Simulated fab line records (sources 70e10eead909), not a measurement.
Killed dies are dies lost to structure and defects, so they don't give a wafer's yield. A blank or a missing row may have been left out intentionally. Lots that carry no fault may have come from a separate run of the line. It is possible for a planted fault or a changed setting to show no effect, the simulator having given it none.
fab line records	flow nand_harc
record: lots: 24	wafers: 72	last_day: 24
route steps=1159 shown A_SOURCE_PLATE@416 A_CHANNEL_HOLE_D1@478 A_CHANNEL_FILL_D1@493 A_STAIRCASE@533
lots that met no fault: taken from a fault-free run of the same line
start_h: start of the lot's first displayed wafer, in hours after the record's first day	wait_h: hours from the lot's prior step to this one	" the same as in the row above	L1.1+2: a row that stands for several wafers	- either no value or no given start	* or withheld: withheld	< > ~ a bound
route shown NAME@n: a module of which the file shows steps, and the number in the route of the first	usual: mean and standard deviation over wafers with no fault	same: alike in all rows	chamber/n: place in a boat	sites: the reading at each site	_std_site: the standard deviation of these	_edge_site: outer sites' mean less inner sites'	radius_mm: for every site, how far away it sits from the centre of the wafer	mask NAME#n: copy n	behind: tool/chamber where the wafer was last shaped	hold: cause of the lot's hold/its duration in hours/its outcome	device: the n, p or np transistor that did not switch	end of line: the tests these same wafers got at the end of their route	where a step has no rows: the recipe by itself	killed: at the first sort, the dies lost to defects and structure; wafer yield is something else	map: the dies of a wafer, with x for killed, . for not killed, _ for no die there
set.NAME: the setting as run; set.NAME@STEP: as run at that earlier step	model.NAME: the simulator's own value behind a step, which no gauge read
route steps across a sampled set of lots; one table per step, one row per wafer
services: the hour from which a tool's chamber was out of use, counted from the record's first day as start_h (under 0 if before that day), plus the number of hours and why
== steps ==
step: NHARC_A_SOURCE_PLATE_THK_MEAS_09
recipe: thk_meas_gauge: ellipsometry
usual: thk_nm: 9.9/1.1
lot.wafer	tool	chamber	start_h	wait_h	thk_nm
L074.2	film_metro-02	-	134.95	0.4	8.7
L074.4	"	-	"	"	10.4
L074.6	"	-	"	"	9.5
L075.1	film_metro-01	-	151.54	0.4	11.1
L075.3	"	-	"	"	11.1
L075.6	"	-	"	"	9.8
L076.2	film_metro-02	-	151.54	0.4	12.5
L076.3	"	-	"	"	9.8
L076.5	"	-	"	"	10.5
L077.1	film_metro-01	-	168.45	0.4	9.6
L077.3	"	-	"	"	10.8
L077.5	"	-	"	"	8.8
L078.3	film_metro-02	-	168.47	0.4	10.5
L078.5	"	-	"	"	9.8
L078.6	"	-	"	"	10.5
L079.1	film_metro-02	-	176.15	0.4	11.1
L079.2	"	-	"	"	11.0
L079.3	"	-	"	"	10.6
L080.1	film_metro-02	-	185.38	0.4	10.1
L080.5	"	-	"	"	9.9
L080.6	"	-	"	"	7.5
L081.4	film_metro-01	-	185.39	0.4	10.8
L081.5	"	-	"	"	9.9
L081.6	"	-	"	"	8.8
L083.2	film_metro-02	-	194.63	0.4	11.6
L083.3	"	-	"	"	9.7
L083.4	"	-	"	"	9.4
L082.3	film_metro-01	-	194.63	0.4	10.8
L082.4	"	-	"	"	9.0
L082.6	"	-	"	"	9.4
L085.1	film_metro-02	-	216.59	0.4	9.8
L085.3	"	-	"	"	9.0
L085.5	"	-	"	"	9.9
L086.1	film_metro-02	-	226.87	0.4	9.2
L086.3	"	-	"	"	11.3
L086.5	"	-	"	"	10.4
L087.2	film_metro-01	-	226.87	0.4	10.7
L087.3	"	-	"	"	9.0
L087.5	"	-	"	"	8.7
L084.2	film_metro-02	-	233.03	0.4	10.3
L084.3	"	-	"	"	8.5
L084.4	"	-	"	"	11.8
L088.1	film_metro-01	-	239.37	0.4	11.0
L088.3	"	-	"	"	10.2
L088.6	"	-	"	"	10.4
L089.3	film_metro-02	-	239.37	0.4	10.6
L089.4	"	-	"	"	10.8
L089.5	"	-	"	"	8.0
L090.1	film_metro-02	-	246.80	0.4	10.3
L090.2	"	-	"	"	9.6
L090.3	"	-	"	"	8.3
L094.1	film_metro-01	-	256.10	0.4	10.9
L094.3	"	-	"	"	8.9
L094.5	"	-	"	"	8.3
L093.2	film_metro-02	-	256.10	0.4	10.6
L093.3	"	-	"	"	10.2
L093.6	"	-	"	"	9.3
L091.4	film_metro-02	-	256.10	0.4	10.5
L091.5	"	-	"	"	10.9
L091.6	"	-	"	"	8.9
L092.1	film_metro-01	-	262.13	0.4	11.2
L092.2	"	-	"	"	10.2
L092.6	"	-	"	"	11.8
L096.1	film_metro-01	-	271.84	0.4	8.8
L096.3	"	-	"	"	10.2
L096.4	"	-	"	"	10.5
L095.2	film_metro-02	-	271.86	0.4	8.0
L095.3	"	-	"	"	8.7
L095.4	"	-	"	"	10.6
L097.2	film_metro-01	-	275.91	0.4	10.4
L097.3	"	-	"	"	10.2
L097.6	"	-	"	"	10.5
step: NHARC_A_CHANNEL_HOLE_D1_ETCH_26
recipe: bias_v: 300	source_w: 2000	pressure_mtorr: 30	time_s: 224.1	ar_flow_sccm: 375	c4f8_flow_sccm: 11.4	o2_flow_sccm: 113.6	temp_c: -20	target_depth_a: 3000	chemistry: C4F8/O2/Ar
usual: drypump_motor_current_A: 5.8/0.45	showerhead_plenum_p_Torr: 3.889/0.025	throttle_valve_pct: 24.582/0.0091
lot.wafer	tool	chamber	start_h	wait_h	drypump_motor_current_A	rf_hours_counter_h	showerhead_plenum_p_Torr	throttle_valve_pct
L074.2	har_etch-02	0	171.98	0.7	6.4	106	3.929	24.591
L074.4	"	1	"	"	5.2	-	3.929	24.586
L074.6	"	0	"	"	6.4	-	3.928	24.582
L075.1	har_etch-02	1	188.73	0.6	5.2	110	3.926	24.580
L075.3	"	1	"	"	5.2	-	3.926	24.591
L075.6	"	1	"	"	5.2	-	3.926	24.571
L076.2	har_etch-01	0	189.12	0.6	5.8	192	3.877	24.580
L076.3	"	0	"	"	5.8	-	3.877	24.572
L076.5	"	0	"	"	5.8	-	3.878	24.569
L077.1	har_etch-02	1	202.40	0.7	5.2	115	3.923	24.576
L077.3	"	0	"	"	6.3	-	3.923	24.573
L077.5	"	0	"	"	6.3	-	3.923	24.585
L078.3	har_etch-01	1	203.39	0.5	5.9	-	3.874	24.582
L078.6	"	1	"	"	5.9	-	3.874	24.585
L078.5	"	0	"	"	5.8	-	3.874	24.583
L079.2	har_etch-01	0	210.99	0.7	5.8	201	3.871	24.584
L079.1	"	1	"	"	5.9	201	3.872	24.585
L079.3	"	1	"	"	5.9	-	3.872	24.593
L081.4	har_etch-02	1	218.98	0.5	5.2	-	3.919	24.582
L081.6	"	1	"	"	5.2	-	3.919	24.570
L081.5	"	0	"	"	6.4	-	3.919	24.581
L080.1	har_etch-01	0	219.58	0.6	5.8	205	3.870	24.589
L080.5	"	1	"	"	6.0	-	3.869	24.564
L080.6	"	0	"	"	5.8	-	3.869	24.579
L083.2	har_etch-02	1	236.40	0.7	5.2	129	3.914	24.576
L083.3	"	1	"	"	5.2	-	3.915	24.589
L083.4	"	0	"	"	6.3	-	3.915	24.584
L082.4	har_etch-01	1	237.51	0.5	6.0	-	3.865	24.585
L082.3	"	0	"	"	5.8	-	3.865	24.597
L082.6	"	1	"	"	6.0	-	3.865	24.573
L085.1	har_etch-02	1	252.64	0.6	5.2	136	3.910	24.559
L085.3	"	1	"	"	5.2	-	3.911	24.583
L085.5	"	1	"	"	5.2	-	3.911	24.586
L086.1	har_etch-02	1	262.40	0.7	5.2	141	3.908	24.584
L086.3	"	0	"	"	6.4	-	3.907	24.594
L086.5	"	1	"	"	5.2	-	3.907	24.560
L087.2	har_etch-01	1	263.54	0.6	6.0	222	3.859	24.587
L087.3	"	0	"	"	5.8	-	3.860	24.579
L087.5	"	1	"	"	6.0	-	3.859	24.587
L084.2	har_etch-02	1	270.69	0.7	5.2	145	3.905	24.588
L084.3	"	1	"	"	5.2	-	3.905	24.601
L084.4	"	0	"	"	6.4	-	3.905	24.572
L089.3	har_etch-01	0	271.00	0.5	5.8	-	3.857	24.575
L089.4	"	1	"	"	6.0	-	3.857	24.567
L089.5	"	1	"	"	5.9	-	3.857	24.588
L088.1	har_etch-02	0	274.86	0.6	6.3	149	3.903	24.593
L088.3	"	1	"	"	5.2	-	3.902	24.585
L088.6	"	0	"	"	6.3	-	3.902	24.590
L090.2	har_etch-01	1	281.25	0.7	6.0	231	3.854	24.595
L090.1	"	0	"	"	5.8	231	3.854	24.580
L090.3	"	1	"	"	6.0	-	3.854	24.571
L093.2	har_etch-02	0	289.68	0.7	6.4	155	3.899	24.578
L093.3	"	0	"	"	6.4	-	3.899	24.574
L093.6	"	1	"	"	5.2	-	3.899	24.591
L094.1	har_etch-01	0	290.76	0.7	5.8	235	3.851	24.575
L094.3	"	0	"	"	5.8	-	3.852	24.588
L094.5	"	1	"	"	6.0	-	3.852	24.560
L091.4	har_etch-02	1	293.91	0.5	5.2	-	3.897	24.580
L091.6	"	1	"	"	5.2	-	3.897	24.579
L091.5	"	0	"	"	6.4	-	3.897	24.587
L092.1	har_etch-01	0	298.95	0.7	5.8	242	3.848	24.598
L092.2	"	1	"	"	5.9	242	3.848	24.592
L092.6	"	1	"	"	6.0	-	3.848	24.581
L096.1	har_etch-02	1	311.58	0.7	5.2	165	3.893	24.575
L096.3	"	1	"	"	5.2	-	3.893	24.605
L096.4	"	0	"	"	6.4	-	3.893	24.606
L097.2	har_etch-02	0	315.77	0.6	6.4	169	3.891	24.595
L097.3	"	0	"	"	6.4	-	3.890	24.579
L097.6	"	1	"	"	5.2	-	3.891	24.576
L095.2	har_etch-02	0	319.91	0.6	6.4	173	3.888	24.592
L095.3	"	1	"	"	5.2	-	3.888	24.588
L095.4	"	0	"	"	6.4	-	3.888	24.585
step: NHARC_A_CHANNEL_FILL_D1_ALD_03
recipe: target_thk_a: 60	pulse_time_s: 60	ald_cycles: 58	temp_c: 630	pressure_torr: 2	material: SiNx
usual: precursor_pulse_height_rel: 0.999/0.019
same: ald_cycles: 58
lot.wafer	tool	chamber	start_h	wait_h	precursor_pulse_height_rel
L074.2	ald_sin_batch-01	0	-	-	0.999
L074.4	"	0	"	"	1.029
L074.6	"	0	"	"	1.000
L075.1	ald_sin_batch-03	0	-	-	1.003
L075.3	"	0	"	"	1.038
L075.6	"	0	"	"	0.980
L076.2	ald_sin_batch-03	0	-	-	1.010
L076.3	"	0	"	"	0.992
L076.5	"	0	"	"	1.021
L077.1	ald_sin_batch-02	0	-	-	0.993
L077.3	"	0	"	"	1.005
L077.5	"	0	"	"	0.977
L078.3	ald_sin_batch-02	0	-	-	0.974
L078.5	"	0	"	"	1.026
L078.6	"	0	"	"	0.991
L079.1	ald_sin_batch-02	0	-	-	0.968
L079.2	"	0	"	"	1.008
L079.3	"	0	"	"	0.998
L080.1	ald_sin_batch-02	0	-	-	0.997
L080.5	"	0	"	"	0.981
L080.6	"	0	"	"	0.988
L081.4	ald_sin_batch-02	0	-	-	0.986
L081.5	"	0	"	"	0.980
L081.6	"	0	"	"	0.990
L082.3	ald_sin_batch-03	0	-	-	0.994
L082.4	"	0	"	"	1.025
L082.6	"	0	"	"	0.995
L083.2	ald_sin_batch-03	0	-	-	0.977
L083.3	"	0	"	"	1.007
L083.4	"	0	"	"	0.986
L085.1	ald_sin_batch-01	0	-	-	0.998
L085.3	"	0	"	"	1.003
L085.5	"	0	"	"	0.969
L086.1	ald_sin_batch-02	0	-	-	1.003
L086.3	"	0	"	"	1.004
L086.5	"	0	"	"	1.000
L087.2	ald_sin_batch-02	0	-	-	0.979
L087.3	"	0	"	"	1.029
L087.5	"	0	"	"	0.999
L084.2	ald_sin_batch-02	0	-	-	1.011
L084.3	"	0	"	"	1.014
L084.4	"	0	"	"	1.025
L089.3	ald_sin_batch-02	0	-	-	1.014
L089.4	"	0	"	"	0.993
L089.5	"	0	"	"	1.040
L088.1	ald_sin_batch-01	0	-	-	1.012
L088.3	"	0	"	"	0.998
L088.6	"	0	"	"	0.984
L090.1	ald_sin_batch-01	0	-	-	0.987
L090.2	"	0	"	"	1.007
L090.3	"	0	"	"	0.975
L093.2	ald_sin_batch-03	0	-	-	1.022
L093.3	"	0	"	"	0.981
L093.6	"	0	"	"	0.959
L094.1	ald_sin_batch-03	0	-	-	0.995
L094.3	"	0	"	"	1.016
L094.5	"	0	"	"	1.002
L091.4	ald_sin_batch-01	0	-	-	0.977
L091.5	"	0	"	"	1.025
L091.6	"	0	"	"	0.993
L092.1	ald_sin_batch-01	0	-	-	1.024
L092.2	"	0	"	"	1.011
L092.6	"	0	"	"	1.023
L096.1	ald_sin_batch-01	0	-	-	0.996
L096.3	"	0	"	"	1.011
L096.4	"	0	"	"	0.998
L097.2	ald_sin_batch-02	0	-	-	0.977
L097.3	"	0	"	"	0.972
L097.6	"	0	"	"	0.986
L095.2	ald_sin_batch-02	0	-	-	0.990
L095.3	"	0	"	"	0.966
L095.4	"	0	"	"	1.010
step: NHARC_A_CHANNEL_FILL_D1_INSPECT_13
usual: raw_defect_count: 308/150
lot.wafer	tool	chamber	start_h	wait_h	raw_defect_count
L074.2	defect_inspect-02	-	230.94	0.1	140
L074.4	"	-	"	"	241
L074.6	"	-	"	"	597
L076.2	defect_inspect-01	-	242.93	0.1	341
L076.3	"	-	"	"	418
L076.5	"	-	"	"	298
L075.1	defect_inspect-01	-	243.05	0.2	242
L075.3	"	-	"	"	328
L075.6	"	-	"	"	196
L078.3	defect_inspect-01	-	255.21	0.1	199
L078.5	"	-	"	"	321
L078.6	"	-	"	"	295
L077.1	defect_inspect-02	-	255.25	0.2	113
L077.3	"	-	"	"	263
L077.5	"	-	"	"	374
L079.1	defect_inspect-02	-	264.41	0.2	281
L079.2	"	-	"	"	287
L079.3	"	-	"	"	408
L081.4	defect_inspect-02	-	269.44	0.1	374
L081.5	"	-	"	"	384
L081.6	"	-	"	"	235
L080.1	defect_inspect-01	-	269.44	0.2	260
L080.5	"	-	"	"	246
L080.6	"	-	"	"	147
L083.2	defect_inspect-01	-	289.52	0.1	277
L083.3	"	-	"	"	243
L083.4	"	-	"	"	201
L082.3	defect_inspect-01	-	289.69	0.1	291
L082.4	"	-	"	"	415
L082.6	"	-	"	"	463
L085.1	defect_inspect-01	-	303.38	0.2	339
L085.3	"	-	"	"	305
L085.5	"	-	"	"	338
L087.2	defect_inspect-01	-	312.59	0.1	326
L087.3	"	-	"	"	206
L087.5	"	-	"	"	217
L086.1	defect_inspect-01	-	312.60	0.2	183
L086.3	"	-	"	"	227
L086.5	"	-	"	"	208
L089.3	defect_inspect-01	-	320.64	0.1	278
L089.4	"	-	"	"	305
L089.5	"	-	"	"	154
L084.2	defect_inspect-01	-	320.84	0.2	169
L084.3	"	-	"	"	392
L084.4	"	-	"	"	180
L088.1	defect_inspect-01	-	325.59	0.2	410
L088.3	"	-	"	"	576
L088.6	"	-	"	"	532
L090.1	defect_inspect-01	-	331.47	0.2	563
L090.2	"	-	"	"	469
L090.3	"	-	"	"	802
L093.2	defect_inspect-01	-	342.95	0.1	243
L093.3	"	-	"	"	299
L093.6	"	-	"	"	232
L091.4	defect_inspect-01	-	343.12	0.1	176
L091.5	"	-	"	"	226
L091.6	"	-	"	"	210
L094.1	defect_inspect-01	-	343.29	0.2	304
L094.3	"	-	"	"	195
L094.5	"	-	"	"	259
L092.1	defect_inspect-02	-	350.38	0.2	294
L092.2	"	-	"	"	144
L092.6	"	-	"	"	368
L096.1	defect_inspect-02	-	362.07	0.2	221
L096.3	"	-	"	"	216
L096.4	"	-	"	"	340
L097.2	defect_inspect-02	-	369.19	0.1	154
L097.3	"	-	"	"	273
L097.6	"	-	"	"	215
L095.2	defect_inspect-01	-	373.87	0.1	355
L095.3	"	-	"	"	419
L095.4	"	-	"	"	648
step: NHARC_A_STAIRCASE_STRIP_171
recipe: power_w: 1500	temp_c: 250	chemistry: O2
usual: drypump_motor_current_A: 5.4/0.38	heater_power_w: 314/14
lot.wafer	tool	chamber	start_h	wait_h	drypump_motor_current_A	heater_power_w	rf_hours_counter_h
L074.2	plasma_asher-02	0	232.64	-	5.8	338	13
L074.4	"	1	"	"	5.1	307	-
L074.6	"	1	"	"	5.1	306	-
L076.2	plasma_asher-02	1	244.26	-	5.0	313	17
L076.3	"	0	"	"	5.8	330	-
L076.5	"	1	"	"	5.0	315	-
L075.1	plasma_asher-02	0	244.49	-	5.8	333	17
L075.3	"	0	"	"	5.8	338	-
L075.6	"	0	"	"	5.8	327	-
L078.3	plasma_asher-02	0	256.79	-	5.8	326	-
L078.6	"	1	"	"	5.0	310	-
L078.5	"	0	"	"	5.8	325	-
L077.1	plasma_asher-01	1	256.87	-	5.0	292	55
L077.3	"	0	"	"	5.6	321	-
L077.5	"	1	"	"	4.9	286	-
L079.1	plasma_asher-01	1	265.65	-	5.0	287	58
L079.2	"	0	"	"	5.6	324	58
L079.3	"	0	"	"	5.6	327	-
L081.4	plasma_asher-01	1	270.82	-	4.9	280	-
L081.5	"	0	"	"	5.6	334	-
L081.6	"	1	"	"	4.9	288	-
L080.1	plasma_asher-02	0	270.89	-	5.8	328	27
L080.6	"	1	"	"	5.1	306	-
L080.5	"	0	"	"	5.8	327	-
L083.2	plasma_asher-01	1	290.96	-	5.0	300	1
L083.3	"	1	"	"	5.0	294	-
L083.4	"	0	"	"	5.6	311	-
L082.3	plasma_asher-02	0	291.25	-	5.8	331	-
L082.4	"	1	"	"	5.0	309	-
L082.6	"	1	"	"	5.1	309	-
L085.1	plasma_asher-01	1	304.79	-	5.0	300	4
L085.3	"	1	"	"	4.9	293	-
L085.5	"	0	"	"	5.6	317	-
L087.2	plasma_asher-02	1	313.83	-	5.1	314	40
L087.3	"	1	"	"	5.0	314	-
L087.5	"	0	"	"	5.9	329	-
L086.1	plasma_asher-02	0	314.45	-	5.9	336	41
L086.3	"	0	"	"	5.9	335	-
L086.5	"	1	"	"	5.1	308	-
L089.4	plasma_asher-02	1	322.06	-	5.0	311	-
L089.3	"	0	"	"	5.8	334	-
L089.5	"	1	"	"	5.1	314	-
L084.2	plasma_asher-02	1	322.25	-	5.0	302	43
L084.4	"	1	"	"	5.0	312	-
L084.3	"	0	"	"	5.9	339	-
L088.1	plasma_asher-01	0	327.02	-	5.6	314	12
L088.3	"	1	"	"	5.0	302	-
L088.6	"	1	"	"	4.9	291	-
L090.1	plasma_asher-02	1	332.83	-	5.0	302	47
L090.2	"	0	"	"	5.8	326	47
L090.3	"	1	"	"	5.1	305	-
L093.2	plasma_asher-02	0	344.26	-	5.8	325	51
L093.3	"	1	"	"	5.0	309	-
L093.6	"	1	"	"	5.1	306	-
L091.4	plasma_asher-01	1	344.65	-	5.0	305	-
L091.6	"	0	"	"	5.6	302	-
L091.5	"	1	"	"	5.0	294	-
L094.1	plasma_asher-02	1	344.77	-	5.0	315	51
L094.3	"	0	"	"	5.8	327	-
L094.5	"	1	"	"	5.0	316	-
L092.1	plasma_asher-02	1	351.77	-	5.0	317	53
L092.2	"	0	"	"	5.8	328	53
L092.6	"	1	"	"	5.1	301	-
L096.1	plasma_asher-01	0	364.06	-	5.6	304	26
L096.4	"	1	"	"	5.0	299	-
L096.3	"	0	"	"	5.6	303	-
L097.2	plasma_asher-02	1	370.63	-	5.0	306	0
L097.3	"	1	"	"	5.1	305	-
L097.6	"	0	"	"	5.8	332	-
L095.2	plasma_asher-01	1	375.32	-	4.9	288	33
L095.4	"	1	"	"	4.9	295	-
L095.3	"	0	"	"	5.6	311	-
step: NHARC_A_STAIRCASE_ETCH_13
recipe: target_depth_a: 1000	time_s: 40.5	ion_energy_ev: 400	c4f8_flow_sccm: 20	o2_flow_sccm: 10	ar_flow_sccm: withheld	rf_w: 600	bias_w: 1000	chemistry: C4F8/O2
usual: oes_product_au: 0.938/0.013	rf_vpp_V: 895/5.8
lot.wafer	tool	chamber	start_h	wait_h	oes_product_au	rf_hours_counter_h	rf_vpp_V
L074.2	rie_diel-11	2	-	-	0.949	18	902
L074.4	"	0	"	"	0.942	19	890
L074.6	"	3	"	"	0.925	-	904
L076.2	rie_diel-04	2	-	-	0.932	48	893
L076.3	"	0	"	"	0.928	20	889
L076.5	"	3	"	"	0.926	-	900
L075.3	rie_diel-11	1	-	-	0.947	23	889
L075.1	"	0	"	"	0.937	23	888
L075.6	"	2	"	"	0.947	-	902
L078.3	rie_diel-11	3	-	-	0.959	28	904
L078.5	"	3	"	"	0.951	-	905
L078.6	"	0	"	"	0.955	-	888
L077.1	rie_diel-04	0	-	-	0.950	24	889
L077.3	"	1	"	"	0.931	49	891
L077.5	"	3	"	"	0.922	-	901
L079.3	rie_diel-11	0	-	-	0.957	29	887
L079.2	"	1	"	"	0.948	30	890
L079.1	"	2	"	"	0.949	30	902
L081.4	rie_diel-04	3	-	-	0.966	55	900
L081.5	"	3	"	"	0.950	-	902
L081.6	"	0	"	"	0.968	-	889
L080.1	rie_diel-11	3	-	-	0.926	32	905
L080.6	"	2	"	"	0.927	-	902
L080.5	"	3	"	"	0.928	-	905
L083.2	rie_diel-12	0	-	-	0.929	25	895
L083.3	"	2	"	"	0.929	26	896
L083.4	"	3	"	"	0.937	26	902
L082.4	rie_diel-12	0	-	-	0.923	26	895
L082.3	"	1	"	"	0.922	25	888
L082.6	"	2	"	"	0.925	-	896
L085.3	rie_diel-11	1	-	-	0.970	45	889
L085.1	"	2	"	"	0.952	44	901
L085.5	"	0	"	"	0.950	-	887
L087.2	rie_diel-04	0	-	-	0.954	7	888
L087.3	"	1	"	"	0.943	3	891
L087.5	"	3	"	"	0.941	-	900
L086.1	rie_diel-11	3	-	-	0.937	46	902
L086.3	"	1	"	"	0.944	50	889
L086.5	"	3	"	"	0.942	-	903
L089.4	rie_diel-11	3	-	-	0.944	50	903
L089.3	"	2	"	"	0.951	50	903
L089.5	"	0	"	"	0.952	-	887
L084.2	rie_diel-04	3	-	-	0.961	12	899
L084.3	"	0	"	"	0.954	11	890
L084.4	"	1	"	"	0.941	6	891
L088.1	rie_diel-12	3	-	-	0.912	39	899
L088.3	"	0	"	"	0.921	39	896
L088.6	"	2	"	"	0.924	-	897
L090.1	rie_diel-11	3	-	-	0.931	54	903
L090.3	"	1	"	"	0.942	58	889
L090.2	"	2	"	"	0.930	56	901
L093.3	rie_diel-12	1	-	-	0.920	44	889
L093.2	"	3	"	"	0.932	45	900
L093.6	"	0	"	"	0.922	-	896
L091.4	rie_diel-12	2	-	-	0.927	44	895
L091.6	"	1	"	"	0.928	-	888
L091.5	"	2	"	"	0.930	-	897
L094.1	rie_diel-04	1	-	-	0.938	13	892
L094.3	"	0	"	"	0.946	18	888
L094.5	"	2	"	"	0.936	-	893
L092.1	rie_diel-04	1	-	-	0.950	16	893
L092.2	"	2	"	"	0.945	21	893
L092.6	"	3	"	"	0.951	-	900
L096.1	rie_diel-04	1	-	-	0.936	20	891
L096.3	"	0	"	"	0.932	24	889
L096.4	"	3	"	"	0.946	-	899
L097.2	rie_diel-12	3	-	-	0.919	57	899
L097.3	"	2	"	"	0.925	57	896
L097.6	"	0	"	"	0.932	-	896
L095.3	rie_diel-04	0	-	-	0.936	28	890
L095.4	"	1	"	"	0.940	25	890
L095.2	"	2	"	"	0.930	29	892
== services ==
tool	chamber	start_h	hours	kind
ald_sin_batch-01	-	156.71	14.5	repair
plasma_asher-02	-	183.40	9.0	pm
plasma_asher-02	0	183.40	9.0	vent_cycle
plasma_asher-02	1	183.40	9.0	vent_cycle
rie_diel-04	-	189.46	1.0	repair
rie_diel-11	-	189.82	9.0	pm
plasma_asher-02	0	192.40	-	clean
plasma_asher-02	1	192.40	-	clean
rie_diel-12	-	202.53	9.0	pm
rie_diel-11	2	216.06	3.2	repair
rie_diel-04	-	222.71	1.2	repair
plasma_asher-01	-	276.03	9.0	pm
rie_diel-04	-	288.90	9.0	pm
plasma_asher-01	-	299.16	0.6	repair
har_etch-01	-	305.00	17.0	pm
ald_sin_batch-03	-	314.00	26.0	pm
plasma_asher-02	-	360.61	9.0	pm
plasma_asher-02	0	360.61	9.0	vent_cycle
plasma_asher-02	1	360.61	9.0	vent_cycle
rie_diel-04	2	362.65	7.9	repair
rie_diel-11	2	363.14	3.9	repair
rie_diel-11	-	366.82	9.0	pm
plasma_asher-02	0	369.61	-	clean
plasma_asher-02	1	369.61	-	clean
== key ==
fault none
